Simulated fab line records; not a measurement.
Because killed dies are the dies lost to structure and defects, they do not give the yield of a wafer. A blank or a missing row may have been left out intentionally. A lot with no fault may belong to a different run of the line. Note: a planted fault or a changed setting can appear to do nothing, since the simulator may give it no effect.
Chamber matching || flow n5_finfet || N5_HKMG_FIN_ETCH_55 on rie_diel-02: 4 sister chambers
The step etches SOC in N2/H2, target depth 240 nm, time 300 s. 14 wafers are shown with their chamber, then 7 later ones without.

## WAFERS, EACH WITH ITS CHAMBER
{"wafer": "L078.4", "chamber": 0, "showerhead_plenum_p_Torr (Torr)": 2.44, "throttle_valve_pct (%)": 17.71, "oes_product_au (a.u.)": 0.74}
{"wafer": "L078.5", "chamber": 1, "showerhead_plenum_p_Torr (Torr)": 2.65, "throttle_valve_pct (%)": 17.78, "oes_product_au (a.u.)": 0.77}
{"wafer": "L078.6", "chamber": 0, "showerhead_plenum_p_Torr (Torr)": 2.44, "throttle_valve_pct (%)": 17.72, "oes_product_au (a.u.)": 0.74}
{"wafer": "L079.1", "chamber": 0, "showerhead_plenum_p_Torr (Torr)": 2.43, "throttle_valve_pct (%)": 17.72, "oes_product_au (a.u.)": 0.74}
{"wafer": "L079.3", "chamber": 1, "showerhead_plenum_p_Torr (Torr)": 2.65, "throttle_valve_pct (%)": 17.78, "oes_product_au (a.u.)": 0.77}
{"wafer": "L079.4", "chamber": 3, "showerhead_plenum_p_Torr (Torr)": 2.45, "throttle_valve_pct (%)": 17.98, "oes_product_au (a.u.)": 0.78}
{"wafer": "L080.3", "chamber": 2, "showerhead_plenum_p_Torr (Torr)": 2.69, "throttle_valve_pct (%)": 17.99, "oes_product_au (a.u.)": 0.83}
{"wafer": "L080.4", "chamber": 1, "showerhead_plenum_p_Torr (Torr)": 2.65, "throttle_valve_pct (%)": 17.79, "oes_product_au (a.u.)": 0.76}
{"wafer": "L080.5", "chamber": 2, "showerhead_plenum_p_Torr (Torr)": 2.69, "throttle_valve_pct (%)": 17.96, "oes_product_au (a.u.)": 0.83}
{"wafer": "L081.1", "chamber": 3, "showerhead_plenum_p_Torr (Torr)": 2.45, "throttle_valve_pct (%)": 17.98, "oes_product_au (a.u.)": 0.78}
{"wafer": "L081.2", "chamber": 2, "showerhead_plenum_p_Torr (Torr)": 2.69, "throttle_valve_pct (%)": 17.98, "oes_product_au (a.u.)": 0.83}
{"wafer": "L081.4", "chamber": 0, "showerhead_plenum_p_Torr (Torr)": 2.43, "throttle_valve_pct (%)": 17.73, "oes_product_au (a.u.)": 0.73}
{"wafer": "L085.1", "chamber": 1, "showerhead_plenum_p_Torr (Torr)": 2.65, "throttle_valve_pct (%)": 17.81, "oes_product_au (a.u.)": 0.75}
{"wafer": "L085.2", "chamber": 0, "showerhead_plenum_p_Torr (Torr)": 2.43, "throttle_valve_pct (%)": 17.74, "oes_product_au (a.u.)": 0.72}

SIGNATURES (means of the wafers above)
{"reading": "showerhead_plenum_p_Torr", "chamber 0": 2.4340, "chamber 1": 2.6500, "chamber 2": 2.6900, "chamber 3": 2.4500, "scatter within a chamber": 0.00346}
{"reading": "throttle_valve_pct", "chamber 0": 17.7240, "chamber 1": 17.7900, "chamber 2": 17.9767, "chamber 3": 17.9800, "scatter within a chamber": 0.0126}
{"reading": "oes_product_au", "chamber 0": 0.7340, "chamber 1": 0.7625, "chamber 2": 0.8300, "chamber 3": 0.7800, "scatter within a chamber": 0.00771}
Rule: a wafer lies at a distance from a chamber equal to the root of the sum of squares, over the readings, of (its reading less the chamber's mean, divided by the reading's scatter). If the next closest chamber is less than 2 further off than the closest, the wafer can't be placed; otherwise it belongs to the closest. The scatter is the square root of a quotient: the sum, over the shown wafers, of each reading's squared deviation from its chamber's mean, divided by wafers minus chambers.

## WAFERS WITH NO CHAMBER GIVEN
{"wafer": "L085.6", "showerhead_plenum_p_Torr (Torr)": 2.45, "throttle_valve_pct (%)": 17.99, "oes_product_au (a.u.)": 0.77}
{"wafer": "L088.2", "showerhead_plenum_p_Torr (Torr)": 2.68, "throttle_valve_pct (%)": 18.01, "oes_product_au (a.u.)": 0.81}
{"wafer": "L088.5", "showerhead_plenum_p_Torr (Torr)": 2.68, "throttle_valve_pct (%)": 17.99, "oes_product_au (a.u.)": 0.81}
{"wafer": "L088.6", "showerhead_plenum_p_Torr (Torr)": 2.44, "throttle_valve_pct (%)": 18.00, "oes_product_au (a.u.)": 0.77}
{"wafer": "L092.1", "showerhead_plenum_p_Torr (Torr)": 2.68, "throttle_valve_pct (%)": 18.03, "oes_product_au (a.u.)": 0.81}
{"wafer": "L092.2", "showerhead_plenum_p_Torr (Torr)": 2.42, "throttle_valve_pct (%)": 17.74, "oes_product_au (a.u.)": 0.72}
{"wafer": "L092.5", "showerhead_plenum_p_Torr (Torr)": 2.42, "throttle_valve_pct (%)": 17.75, "oes_product_au (a.u.)": 0.71}

## EACH ONE'S CHAMBER
{"wafer": "L085.6", "from the rows above": 3, "in truth": 3}
{"wafer": "L088.2", "from the rows above": 2, "in truth": 2}
{"wafer": "L088.5", "from the rows above": 2, "in truth": 2}
{"wafer": "L088.6", "from the rows above": 3, "in truth": 3}
{"wafer": "L092.1", "from the rows above": 2, "in truth": 2}
{"wafer": "L092.2", "from the rows above": 0, "in truth": 0}
{"wafer": "L092.5", "from the rows above": 0, "in truth": 0}
Placed correctly: 7 of 7. Left unplaced by these rows: 0. 0 placed wrongly.
